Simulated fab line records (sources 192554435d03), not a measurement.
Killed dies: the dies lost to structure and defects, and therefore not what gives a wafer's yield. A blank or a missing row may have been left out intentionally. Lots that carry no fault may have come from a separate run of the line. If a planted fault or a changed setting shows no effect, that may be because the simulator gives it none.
Lot-split experiment | flow n5 finfet | 21 wafers read across 7 lots, on a route 1938 steps long

## SPLIT DETAILS
At N5_MOL_CONTACT_COAG_ALD_27 (deposits SiOC, target thk 17 nm, pulse time 1.5 s, time 2720 s), the setting ald cycles was moved away from the recipe's 340 on 8 of the 21 wafers read, by -8.5% to +15.9%. All remaining wafers had this setting at the recipe value.

Reading taken at the split's own step.

## THE READING
SiOC_of_MOL_CONTACT_COAG_ALD_27.thk nm (the simulator's own value, which no gauge read), in nm, at N5_MOL_CONTACT_COAG_ALD_27 (deposits SiOC, target thk 17 nm, pulse time 1.5 s, time 2720 s). No usual value for it is given in the file. The 13 wafers here that ran the recipe average 17.0 nm, standard deviation 0.13 nm.

wafer  | tool, chamber at the split | ald cycles as run | against the recipe | SiOC_of_MOL_CONTACT_COAG_ALD_27.thk nm, nm | against lot-mates on the recipe
L076.2 | ald sin-01, 3              | 340               | recipe             | 17                                         | -
L076.3 | ald sin-01, 1              | 340               | recipe             | 16.8                                       | -
L076.6 | ald sin-01, 3              | 340               | recipe             | 17.2                                       | -
L084.1 | ald sin-03, 0,2            | 394               | +15.9%             | 19.6                                       | +2.6
L084.6 | ald sin-03, 0,2            | 394               | +15.9%             | 19.6                                       | +2.6
L084.5 | ald sin-03, 1              | 340               | recipe             | 17                                         | -
L089.2 | ald sin-01, 1,0            | 340               | recipe             | 16.8                                       | -
L089.5 | ald sin-01, 1,0            | 340               | recipe             | 16.8                                       | -
L089.6 | ald sin-01, 3              | 340               | recipe             | 17                                         | -
L088.1 | ald sin-01, 0              | 392               | +15.3%             | 19.6                                       | +2.6
L088.4 | ald sin-01, 2              | 340               | recipe             | 17                                         | -
L088.5 | ald sin-01, 0              | 392               | +15.3%             | 19.4                                       | +2.4
L090.3 | ald sin-03, 0              | 311               | -8.5%              | 15.6                                       | -1.2
L090.6 | ald sin-03, 0              | 311               | -8.5%              | 15.6                                       | -1.2
L090.5 | ald sin-03, 1              | 340               | recipe             | 16.8                                       | -
L093.2 | ald sin-02, 2              | 340               | recipe             | 17.2                                       | -
L093.4 | ald sin-02, 0              | 340               | recipe             | 17                                         | -
L093.5 | ald sin-02, 0              | 340               | recipe             | 17                                         | -
L094.2 | ald sin-03, 3              | 388               | +14.1%             | 19.4                                       | +2.4
L094.4 | ald sin-03, 0              | 388               | +14.1%             | 19.2                                       | +2.2
L094.6 | ald sin-03, 0              | 340               | recipe             | 17                                         | -
Rows listing several chambers each stand for several wafers; the file does not say which wafer went through which chamber.

FIT RESULTS
A straight line over all 21 wafers: SiOC_of_MOL_CONTACT_COAG_ALD_27.thk nm changes by +0.165 nm for each +1% of ald cycles; r = +1.00; the points scatter about the line by 0.12 nm.
The same after taking each lot's own level away (the mean of its wafers on the recipe; 21 wafers): +0.16 nm for each +1%; r = +1.00; scatter 0.11 nm.
Per that fit: largest ald cycles move, reading shift of 2.5 nm.
Measured against the standard deviation above, the lots' own levels, which go from 16.80 to 17.07 nm, span 2.0 times it.
Consequently the slope shifts little with the lot-to-lot level, the two slopes agreeing.
Check: for one of the wafers moved furthest among these (+15.9%), held out of the fit, the line's prediction against its lot-mates is +2.56 nm. It came out at +2.6 nm against them.

## THESE WAFERS: OTHER SPLITS
These wafers also went through other splits before the reading. Each is held against what the fit with the lots' levels taken away leaves over:
other split on the same wafers | wafers away from the commonest value | r with SiOC_of_MOL_CONTACT_COAG_ALD_27.thk nm (lot level and that fit taken away)
N5_SDB_COAT_03 spin rpm        | 7                                    | +0.16
N5_SDB_COAT_04 time s          | 5                                    | -0.27
N5_HKMG_FIN_COAT_43 spin rpm   | 9                                    | +0.13
N5_HKMG_FIN_PEB_47 peb time s  | 5                                    | +0.07
N5_GATE_CUT_DESCUM_18 time s   | 7                                    | -0.10

## THE FILE'S OWN FIT
SiOC_of_MOL_CONTACT_COAG_ALD_27.thk nm changes by +0.161 nm for each +1% of ald cycles, r = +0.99.
